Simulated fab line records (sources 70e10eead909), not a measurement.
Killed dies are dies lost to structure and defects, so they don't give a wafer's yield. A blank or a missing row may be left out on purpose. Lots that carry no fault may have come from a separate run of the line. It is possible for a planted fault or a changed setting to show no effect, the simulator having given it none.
Chamber matching + flow nand-harc + NHARC_A_STAIRCASE_DESCUM_11 on rie-diel-07: 4 sister chambers
The step chemistry O2, time 3 s. 20 wafers are shown with their chamber, then 10 later ones without.

## WAFERS PAIRED WITH THEIR CHAMBERS
| wafer  | chamber | drypump-motor-current-A (A) | showerhead-plenum-p-Torr (Torr) | oes-product-au (a.u.) |
|--------|---------|-----------------------------|---------------------------------|-----------------------|
| L078.1 | 2       | 5.4                         | 2.03                            | 1.018                 |
| L078.2 | 3       | 5.0                         | 1.89                            | 1.005                 |
| L078.5 | 2       | 5.4                         | 2.03                            | 1.022                 |
| L079.1 | 3       | 5.0                         | 1.89                            | 1.000                 |
| L079.3 | 2       | 5.4                         | 2.03                            | 1.015                 |
| L079.5 | 1       | 6.1                         | 1.88                            | 0.988                 |
| L080.4 | 2       | 5.4                         | 2.03                            | 1.015                 |
| L080.5 | 3       | 5.0                         | 1.89                            | 1.003                 |
| L080.6 | 2       | 5.5                         | 2.03                            | 1.022                 |
| L090.1 | 1       | 6.1                         | 1.87                            | 0.987                 |
| L090.2 | 0       | 6.3                         | 1.85                            | 0.991                 |
| L090.3 | 2       | 5.4                         | 2.02                            | 1.011                 |
| L089.2 | 3       | 5.0                         | 1.88                            | 1.020                 |
| L089.4 | 2       | 5.5                         | 2.02                            | 1.018                 |
| L089.6 | 0       | 6.3                         | 1.85                            | 0.985                 |
| L088.2 | 3       | 5.0                         | 1.88                            | 0.998                 |
| L088.3 | 2       | 5.5                         | 2.02                            | 1.002                 |
| L088.6 | 2       | 5.4                         | 2.02                            | 1.020                 |
| L092.1 | 0       | 6.3                         | 1.85                            | 0.977                 |
| L092.2 | 1       | 6.1                         | 1.87                            | 1.008                 |

SIGNATURES (means of the wafers above)
| reading                  | chamber 0 | chamber 1 | chamber 2 | chamber 3 | scatter within a chamber |
|--------------------------|-----------|-----------|-----------|-----------|--------------------------|
| drypump-motor-current-A  | 6.300     | 6.100     | 5.433     | 5.000     | 0.0354                   |
| showerhead-plenum-p-Torr | 1.8500    | 1.8733    | 2.0256    | 1.8860    | 0.00506                  |
| oes-product-au           | 0.98433   | 0.99433   | 1.01589   | 1.00520   | 0.00791                  |
Rule: distance of a wafer from a chamber = root of the sum over the readings of ((wafer's reading minus chamber's mean) / reading's scatter) squared. The wafer belongs to the nearest chamber; if the next one is less than 2 further off, it can't be placed. The scatter is the square root of a quotient: the sum, over the shown wafers, of each reading's squared deviation from its chamber's mean, divided by wafers minus chambers.

## WAFERS MISSING THEIR CHAMBER
| wafer  | drypump-motor-current-A (A) | showerhead-plenum-p-Torr (Torr) | oes-product-au (a.u.) |
|--------|-----------------------------|---------------------------------|-----------------------|
| L092.4 | 5.4                         | 2.02                            | 1.001                 |
| L091.3 | 5.0                         | 1.88                            | 1.003                 |
| L091.5 | 5.0                         | 1.88                            | 1.008                 |
| L091.6 | 6.3                         | 1.85                            | 0.980                 |
| L095.1 | 5.5                         | 2.01                            | 1.014                 |
| L095.2 | 6.3                         | 1.84                            | 0.977                 |
| L095.6 | 5.4                         | 2.01                            | 1.005                 |
| L096.1 | 5.0                         | 1.87                            | 1.018                 |
| L096.2 | 5.4                         | 2.01                            | 1.013                 |
| L096.5 | 6.3                         | 1.84                            | 0.988                 |

## WHICH CHAMBER EACH ONE RAN IN
| wafer  | from the rows above | in truth |
|--------|---------------------|----------|
| L092.4 | 2                   | 2        |
| L091.3 | 3                   | 3        |
| L091.5 | 3                   | 3        |
| L091.6 | 0                   | 0        |
| L095.1 | 2                   | 2        |
| L095.2 | 0                   | 0        |
| L095.6 | 2                   | 2        |
| L096.1 | 3                   | 3        |
| L096.2 | 2                   | 2        |
| L096.5 | 0                   | 0        |
Placed correctly: 10 of 10. From these rows, 0 cannot be placed. 0 placed wrongly.
